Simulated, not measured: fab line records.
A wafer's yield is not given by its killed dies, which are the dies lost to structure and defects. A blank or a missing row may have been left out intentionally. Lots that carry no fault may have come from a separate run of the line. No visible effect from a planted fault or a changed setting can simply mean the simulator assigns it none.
Which tool was responsible? | flow nand harc | 69 wafers from 23 lots sampled at 6 of the route's 1302 steps

== WHAT EACH GAUGE READ, for each wafer ==
The record lacks any reading of a measuring or inspecting step that a usual standard deviation could be used to judge.

== WHAT TOOL EACH LOT RAN ON (gives the tool, then ch and the chambers of the sampled wafers, and finally the start) ==
lot  | NHARC_A_CONTACT_DESCUM_74          | NHARC_A_CONTACT_ETCH_75            | NHARC_A_CONTACT_ETCH_125             | NHARC_A_CONTACT_ETCH_126             | NHARC_A_CONTACT_ETCH_88            | NHARC_A_CONTACT_ETCH_89
L074 | rie diel-04 ch 0,2,3, day 22 01:59 | rie diel-04 ch 0,1,3, day 22 02:05 | har cap etch-02 ch 0,1, day 22 03:45 | har cap etch-02 ch 0,1, day 22 03:56 | rie diel-04 ch 0,1,3, day 22 10:55 | rie diel-04 ch 0,2,3, no start
L075 | rie diel-04 ch 0,2, day 22 09:02   | rie diel-04 ch 0,1,2, day 22 09:08 | har cap etch-03 ch 0,1, day 22 10:47 | har cap etch-03 ch 0,1, day 22 10:57 | rie diel-01 ch 0,1,2, day 22 16:58 | rie diel-01 ch 0,2,3, no start
L076 | rie diel-04 ch 0,2,3, day 22 10:46 | rie diel-04 ch 0,1,3, day 22 10:52 | har cap etch-01 ch 0,1, day 22 12:36 | har cap etch-01 ch 0,1, day 22 12:46 | rie diel-04 ch 0,1,3, day 22 18:41 | rie diel-04 ch 0,1,2, no start
L077 | rie diel-04 ch 0,1, day 22 21:34   | rie diel-04 ch 0,1, day 22 21:40   | har cap etch-03 ch 0,1, day 22 23:37 | har cap etch-03 ch 0,1, day 22 23:47 | rie diel-01 ch 1,2,3, day 23 07:31 | rie diel-01 ch 0,1,3, no start
L078 | rie diel-06 ch 1,2,3, day 23 09:28 | rie diel-06 ch 1,2, day 23 09:33   | har cap etch-02 ch 0,1, day 23 11:14 | har cap etch-02 ch 0,1, day 23 11:25 | rie diel-06 ch 0,2, day 23 17:11   | rie diel-06 ch 0,1,2, no start
L079 | rie diel-04 ch 0,2,3, day 23 15:29 | rie diel-04 ch 0,1,3, day 23 15:35 | har cap etch-01 ch 0,1, day 23 17:24 | har cap etch-01 ch 0,1, day 23 17:43 | rie diel-01 ch 0,1,3, day 24 00:50 | rie diel-01 ch 0,2,3, no start
L080 | rie diel-04 ch 1,2,3, day 24 06:19 | rie diel-04 ch 0,2, day 24 06:24   | har cap etch-01 ch 0,1, day 24 08:04 | har cap etch-01 ch 0,1, day 24 08:15 | rie diel-06 ch 0,1,3, day 24 17:34 | rie diel-06 ch 0,1,3, no start
L081 | rie diel-04 ch 1,2, day 25 02:14   | rie diel-04 ch 1,2,3, day 25 02:20 | har cap etch-01 ch 0,1, day 25 04:17 | har cap etch-01 ch 0,1, day 25 04:36 | rie diel-04 ch 0,2,3, day 25 11:00 | rie diel-04 ch 1,2, no start
L083 | rie diel-01 ch 2,3, day 25 14:04   | rie diel-01 ch 1,3, day 25 14:10   | har cap etch-02 ch 0,1, day 25 16:02 | har cap etch-02 ch 0,1, day 25 16:13 | rie diel-04 ch 1,2, day 25 23:44   | rie diel-04 ch 0,1, no start
L082 | rie diel-04 ch 2,3, day 25 15:11   | rie diel-04 ch 1,2,3, day 25 15:17 | har cap etch-03 ch 0,1, day 25 17:04 | har cap etch-03 ch 0,1, day 25 17:18 | rie diel-01 ch 0,1,2, day 26 00:01 | rie diel-01 ch 2,3, no start
L084 | rie diel-06 ch 0,3, day 26 08:55   | rie diel-06 ch 1,2,3, day 26 08:59 | har cap etch-01 ch 0,1, day 26 10:38 | har cap etch-01 ch 0,1, day 26 10:49 | rie diel-01 ch 0,1,3, day 27 01:04 | rie diel-01 ch 2,3, no start
L085 | rie diel-04 ch 0,1,2, day 26 10:14 | rie diel-04 ch 0,2, day 26 10:19   | har cap etch-03 ch 1, day 26 11:58   | har cap etch-03 ch 1, day 26 12:08   | rie diel-04 ch 0,1, day 27 02:57   | rie diel-04 ch 1,2, no start
L087 | rie diel-04 ch 0,3, day 27 04:13   | rie diel-04 ch 0,1,3, day 27 04:20 | har cap etch-03 ch 0,1, day 27 06:13 | har cap etch-03 ch 0,1, day 27 06:24 | rie diel-04 ch 0,1, day 27 15:29   | rie diel-04 ch 1,2, no start
L088 | rie diel-01 ch 0,2,3, day 27 08:54 | rie diel-01 ch 0,2,3, day 27 08:59 | har cap etch-01 ch 0,1, day 27 10:40 | har cap etch-01 ch 0,1, day 27 10:50 | rie diel-04 ch 0,2,3, day 27 17:26 | rie diel-04 ch 0,2,3, no start
L089 | rie diel-04 ch 0,2,3, day 27 12:04 | rie diel-04 ch 1,2,3, day 27 12:10 | har cap etch-03 ch 0,1, day 27 13:49 | har cap etch-03 ch 0,1, day 27 13:59 | rie diel-04 ch 0,2,3, day 27 20:05 | rie diel-04 ch 0,1,3, no start
L091 | rie diel-04 ch 0,1,3, day 28 12:47 | rie diel-04 ch 0,1,2, day 28 12:52 | har cap etch-01 ch 0,1, day 28 14:32 | har cap etch-01 ch 0,1, day 28 14:43 | rie diel-06 ch 0,1,2, day 28 20:33 | rie diel-06 ch 0,2,3, no start
L090 | rie diel-04 ch 0,2,3, day 28 14:08 | rie diel-04 ch 1,2,3, day 28 14:13 | har cap etch-02 ch 0,1, day 28 16:14 | har cap etch-02 ch 0,1, day 28 16:24 | rie diel-04 ch 0,2,3, day 28 22:21 | rie diel-04 ch 1,2,3, no start
L092 | rie diel-06 ch 1,2,3, day 29 07:31 | rie diel-06 ch 0,2,3, day 29 07:37 | har cap etch-02 ch 1, day 29 09:18   | har cap etch-02 ch 1, day 29 09:29   | rie diel-04 ch 0,1,2, day 29 17:02 | rie diel-04 ch 0,2,3, no start
L093 | rie diel-06 ch 0,2, day 29 14:10   | rie diel-06 ch 0,2,3, day 29 14:14 | har cap etch-03 ch 0,1, day 29 15:53 | har cap etch-03 ch 0,1, day 29 16:04 | rie diel-04 ch 0,1,3, day 29 22:01 | rie diel-04 ch 1,3, no start
L094 | rie diel-06 ch 0,2,3, day 29 17:32 | rie diel-06 ch 0,2,3, day 29 17:36 | har cap etch-02 ch 0,1, day 29 19:17 | har cap etch-02 ch 0,1, day 29 19:28 | rie diel-01 ch 1,2,3, day 30 01:50 | rie diel-01 ch 1,3, no start
L095 | rie diel-04 ch 0,2,3, day 30 10:31 | rie diel-04 ch 0,1,2, day 30 10:36 | har cap etch-02 ch 0,1, day 30 12:17 | har cap etch-02 ch 0,1, day 30 12:28 | rie diel-06 ch 1,2, day 30 19:29   | rie diel-06 ch 0,1,2, no start
L096 | rie diel-04 ch 0,1,3, day 30 11:59 | rie diel-04 ch 2,3, day 30 12:04   | har cap etch-01 ch 0,1, day 30 13:44 | har cap etch-01 ch 0,1, day 30 13:55 | rie diel-01 ch 1,2,3, day 30 20:22 | rie diel-01 ch 1,3, no start
L097 | rie diel-04 ch 2,3, day 32 05:02   | rie diel-04 ch 0,2,3, day 32 05:08 | har cap etch-02 ch 0,1, day 32 06:46 | har cap etch-02 ch 0,1, day 32 06:57 | rie diel-04 ch 1,2,3, day 32 14:34 | rie diel-04 ch 0,3, no start
- NHARC_A_CONTACT_DESCUM_74: chemistry O2, time 3 s.
- NHARC_A_CONTACT_ETCH_75: etches the open film in CF4, target depth 39 nm, time 65 s.
- NHARC_A_CONTACT_ETCH_125: etches the open film in C4F8/O2/Ar, time 197 s, target depth 1918 nm.
- NHARC_A_CONTACT_ETCH_126: etches the open film in C4F8/O2/Ar, time 197 s, target depth 1918 nm.
- NHARC_A_CONTACT_ETCH_88: etches the open film in CF4, target depth 39 nm, time 65 s.
- NHARC_A_CONTACT_ETCH_89: etches the open film in N2/H2, target depth 260 nm, time 475.3 s.

== AS READ BY THE TOOLS THEMSELVES (means over the sampled wafers that have a number; for cases with no such wafer, the mark the record gives instead) ==
NHARC_A_CONTACT_DESCUM_74. Usual: drypump motor current A 6.1 A, standard deviation 0.4; oes product au 0.998 a.u., standard deviation 0.011; rf vpp V 57.8 V, standard deviation 0.99; showerhead plenum p Torr 1.93 Torr, standard deviation 0.091; throttle valve pct 11.310 %, standard deviation 0.0089.
lot  | tool        | drypump motor current A (A) | oes product au (a.u.) | rf vpp V (V) | showerhead plenum p Torr (Torr) | throttle valve pct (%) | flag
L074 | rie diel-04 | 6.2                         | 1.012                 | 56.4         | 1.87                            | 11.301                 |
L075 | rie diel-04 | 6.2                         | 1.000                 | 56.7         | 1.84                            | 11.302                 |
L076 | rie diel-04 | 6.2                         | 1.004                 | 57.3         | 1.87                            | 11.318                 |
L077 | rie diel-04 | 6.3                         | 1.004                 | 58.1         | 1.99                            | 11.316                 |
L078 | rie diel-06 | 5.6                         | 0.996                 | 58.5         | 2.04                            | 11.307                 |
L079 | rie diel-04 | 6.2                         | 1.001                 | 57.9         | 1.87                            | 11.302                 |
L080 | rie diel-04 | 6.5                         | 0.998                 | 57.7         | 1.94                            | 11.298                 |
L081 | rie diel-04 | 6.4                         | 1.000                 | 56.4         | 1.91                            | 11.313                 |
L083 | rie diel-01 | 6.1                         | 0.993                 | 57.1         | 1.83                            | 11.304                 |
L082 | rie diel-04 | 6.4                         | 0.997                 | 57.3         | 1.87                            | 11.309                 |
L084 | rie diel-06 | 5.9                         | 1.000                 | 57.9         | 2.01                            | 11.313                 |
L085 | rie diel-04 | 6.2                         | 0.995                 | 57.3         | 1.91                            | 11.314                 |
L087 | rie diel-04 | 6.0                         | 0.987                 | 57.5         | 1.87                            | 11.315                 |
L088 | rie diel-01 | 5.8                         | 1.001                 | 57.3         | 1.83                            | 11.313                 |
L089 | rie diel-04 | 6.2                         | 0.998                 | 58.0         | 1.86                            | 11.320                 |
L091 | rie diel-04 | 6.3                         | 0.989                 | 57.8         | 1.94                            | 11.307                 |
L090 | rie diel-04 | 6.2                         | 0.991                 | 58.1         | 1.86                            | 11.307                 |
L092 | rie diel-06 | 5.7                         | 0.997                 | 58.4         | 2.02                            | 11.314                 |
L093 | rie diel-06 | 5.6                         | 1.012                 | 58.5         | 2.02                            | 11.313                 |
L094 | rie diel-06 | 5.8                         | 0.998                 | 58.6         | 2.01                            | 11.312                 |
L095 | rie diel-04 | 6.2                         | 0.997                 | 57.6         | 1.86                            | 11.312                 |
L096 | rie diel-04 | 6.3                         | 0.990                 | 58.0         | 1.94                            | 11.304                 |
L097 | rie diel-04 | 6.4                         | 1.007                 | 57.6         | 1.89                            | 11.311                 |

NHARC_A_CONTACT_ETCH_75. Usual: drypump motor current A 6.1 A, standard deviation 0.4; oes product au 0.999 a.u., standard deviation 0.01; rf vpp V 151.5 V, standard deviation 1.3; showerhead plenum p Torr 1.79 Torr, standard deviation 0.078; throttle valve pct 13.284 %, standard deviation 0.0087.
lot  | tool        | drypump motor current A (A) | oes product au (a.u.) | rf vpp V (V) | showerhead plenum p Torr (Torr) | throttle valve pct (%) | flag
L074 | rie diel-04 | 6.3                         | 1.004                 | 151.1        | 1.80                            | 13.281                 |
L075 | rie diel-04 | 6.3                         | 1.008                 | 152.0        | 1.77                            | 13.282                 |
L076 | rie diel-04 | 6.3                         | 1.002                 | 151.1        | 1.80                            | 13.282                 |
L077 | rie diel-04 | 6.3                         | 0.999                 | 152.5        | 1.84                            | 13.277                 |
L078 | rie diel-06 | 5.5                         | 0.992                 | 153.4        | 1.88                            | 13.289                 |
L079 | rie diel-04 | 6.3                         | 1.000                 | 151.5        | 1.80                            | 13.290                 |
L080 | rie diel-04 | 6.0                         | 0.995                 | 151.1        | 1.71                            | 13.285                 |
L081 | rie diel-04 | 6.4                         | 1.002                 | 151.3        | 1.79                            | 13.285                 |
L083 | rie diel-01 | 6.0                         | 0.984                 | 150.3        | 1.70                            | 13.289                 |
L082 | rie diel-04 | 6.4                         | 1.002                 | 151.4        | 1.79                            | 13.282                 |
L084 | rie diel-06 | 5.6                         | 1.000                 | 151.9        | 1.87                            | 13.288                 |
L085 | rie diel-04 | 6.2                         | 0.987                 | 149.8        | 1.70                            | 13.289                 |
L087 | rie diel-04 | 6.3                         | 0.990                 | 150.7        | 1.79                            | 13.281                 |
L088 | rie diel-01 | 5.9                         | 0.991                 | 150.5        | 1.70                            | 13.281                 |
L089 | rie diel-04 | 6.5                         | 1.002                 | 150.5        | 1.79                            | 13.288                 |
L091 | rie diel-04 | 6.2                         | 0.986                 | 151.1        | 1.76                            | 13.283                 |
L090 | rie diel-04 | 6.4                         | 0.997                 | 150.9        | 1.79                            | 13.290                 |
L092 | rie diel-06 | 5.8                         | 1.011                 | 152.2        | 1.85                            | 13.278                 |
L093 | rie diel-06 | 5.8                         | 1.010                 | 152.7        | 1.85                            | 13.284                 |
L094 | rie diel-06 | 5.8                         | 1.003                 | 152.5        | 1.85                            | 13.282                 |
L095 | rie diel-04 | 6.2                         | 0.993                 | 151.0        | 1.76                            | 13.287                 |
L096 | rie diel-04 | 6.4                         | 1.004                 | 151.5        | 1.72                            | 13.285                 |
L097 | rie diel-04 | 6.2                         | 1.007                 | 149.5        | 1.72                            | 13.275                 |

NHARC_A_CONTACT_ETCH_88. Usual: drypump motor current A 6.0 A, standard deviation 0.39; oes product au 0.995 a.u., standard deviation 0.011; rf vpp V 151.3 V, standard deviation 1.2; showerhead plenum p Torr 1.78 Torr, standard deviation 0.075; throttle valve pct 13.284 %, standard deviation 0.0094.
lot  | tool        | drypump motor current A (A) | oes product au (a.u.) | rf vpp V (V) | showerhead plenum p Torr (Torr) | throttle valve pct (%) | flag
L074 | rie diel-04 | 6.3                         | 1.013                 | 152.7        | 1.80                            | 13.284                 |
L075 | rie diel-01 | 5.6                         | 1.004                 | 150.9        | 1.74                            | 13.280                 |
L076 | rie diel-04 | 6.3                         | 0.996                 | 151.3        | 1.80                            | 13.286                 |
L077 | rie diel-01 | 5.9                         | 0.997                 | 151.3        | 1.73                            | 13.284                 |
L078 | rie diel-06 | 5.6                         | 0.994                 | 152.4        | 1.86                            | 13.296                 |
L079 | rie diel-01 | 5.7                         | 0.996                 | 150.3        | 1.72                            | 13.279                 |
L080 | rie diel-06 | 6.0                         | 1.000                 | 151.3        | 1.85                            | 13.288                 |
L081 | rie diel-04 | 6.2                         | 0.999                 | 150.7        | 1.73                            | 13.277                 |
L083 | rie diel-04 | 6.5                         | 0.993                 | 151.7        | 1.83                            | 13.289                 |
L082 | rie diel-01 | 5.7                         | 1.001                 | 150.9        | 1.74                            | 13.282                 |
L084 | rie diel-01 | 5.7                         | 0.995                 | 150.3        | 1.71                            | 13.284                 |
L085 | rie diel-04 | 6.1                         | 0.991                 | 151.0        | 1.77                            | 13.292                 |
L087 | rie diel-04 | 6.3                         | 0.992                 | 151.3        | 1.83                            | 13.280                 |
L088 | rie diel-04 | 6.2                         | 0.990                 | 150.2        | 1.73                            | 13.281                 |
L089 | rie diel-04 | 6.2                         | 1.004                 | 151.1        | 1.72                            | 13.290                 |
L091 | rie diel-06 | 5.8                         | 0.998                 | 151.8        | 1.85                            | 13.296                 |
L090 | rie diel-04 | 6.2                         | 0.994                 | 150.2        | 1.72                            | 13.280                 |
L092 | rie diel-04 | 6.2                         | 0.987                 | 151.1        | 1.76                            | 13.285                 |
L093 | rie diel-04 | 6.3                         | 0.980                 | 151.6        | 1.79                            | 13.282                 |
L094 | rie diel-01 | 5.9                         | 0.988                 | 149.7        | 1.72                            | 13.285                 |
L095 | rie diel-06 | 5.5                         | 0.997                 | 152.5        | 1.86                            | 13.287                 |
L096 | rie diel-01 | 5.9                         | 0.978                 | 150.7        | 1.72                            | 13.276                 |
L097 | rie diel-04 | 6.4                         | 0.998                 | 150.7        | 1.79                            | 13.274                 |

NHARC_A_CONTACT_ETCH_89. Usual: drypump motor current A 6.1 A, standard deviation 0.4; oes product au 0.997 a.u., standard deviation 0.011; rf vpp V 430.6 V, standard deviation 3; showerhead plenum p Torr 2.05 Torr, standard deviation 0.1; throttle valve pct 14.171 %, standard deviation 0.01.
lot  | tool        | drypump motor current A (A) | oes product au (a.u.) | rf vpp V (V) | showerhead plenum p Torr (Torr) | throttle valve pct (%) | flag
L074 | rie diel-04 | 6.2                         | 1.013                 | 429.2        | 1.99                            | 14.168                 |
L075 | rie diel-01 | 5.9                         | 1.006                 | 428.9        | 1.96                            | 14.165                 |
L076 | rie diel-04 | 6.3                         | 1.005                 | 430.9        | 2.04                            | 14.174                 |
L077 | rie diel-01 | 5.7                         | 0.999                 | 428.5        | 1.97                            | 14.167                 |
L078 | rie diel-06 | 5.8                         | 0.997                 | 434.1        | 2.15                            | 14.173                 |
L079 | rie diel-01 | 5.8                         | 1.007                 | 426.5        | 1.96                            | 14.181                 |
L080 | rie diel-06 | 5.9                         | 1.005                 | 432.8        | 2.14                            | 14.171                 |
L081 | rie diel-04 | 6.5                         | 0.999                 | 433.0        | 2.12                            | 14.155                 |
L083 | rie diel-04 | 6.3                         | 0.994                 | 432.8        | 2.12                            | 14.179                 |
L082 | rie diel-01 | 6.1                         | 1.000                 | 426.9        | 1.94                            | 14.169                 |
L084 | rie diel-01 | 6.1                         | 0.994                 | 428.2        | 1.94                            | 14.174                 |
L085 | rie diel-04 | 6.5                         | 0.992                 | 432.7        | 2.12                            | 14.183                 |
L087 | rie diel-04 | 6.5                         | 0.998                 | 429.9        | 2.03                            | 14.168                 |
L088 | rie diel-04 | 6.2                         | 0.993                 | 429.0        | 1.99                            | 14.172                 |
L089 | rie diel-04 | 6.3                         | 0.992                 | 430.8        | 2.07                            | 14.172                 |
L091 | rie diel-06 | 5.8                         | 1.001                 | 433.5        | 2.14                            | 14.177                 |
L090 | rie diel-04 | 6.4                         | 0.995                 | 430.9        | 2.07                            | 14.169                 |
L092 | rie diel-04 | 6.2                         | 0.991                 | 429.0        | 1.98                            | 14.167                 |
L093 | rie diel-04 | 6.5                         | 0.983                 | 432.7        | 2.15                            | 14.171                 |
L094 | rie diel-01 | 6.0                         | 0.989                 | 428.0        | 1.94                            | 14.154                 |
L095 | rie diel-06 | 5.8                         | 0.999                 | 433.4        | 2.14                            | 14.169                 |
L096 | rie diel-01 | 6.0                         | 0.986                 | 427.6        | 1.94                            | 14.174                 |
L097 | rie diel-04 | 6.0                         | 0.995                 | 428.8        | 1.98                            | 14.175                 |

== THE ANSWER, worked out from the rows above alone ==
Rule: a lot counts as off when the mean over its wafers that have a number is more than 3 standard deviations away from the usual mean. A lot without any number at a reading at which 4 lots or more have one is off too. The other lots that the step has rows for count as sound. The gauges are gone through in route order, then the tools' own readings, and for those a lot's mean is taken as printed above. At the first step where some lot is off, the reading lying furthest off is the one used; lots without a number count as furthest.
No lot is off on any of the readings shown, so nothing can be concluded from this.

== WHAT THE SIMULATOR HAD PUT IN ==
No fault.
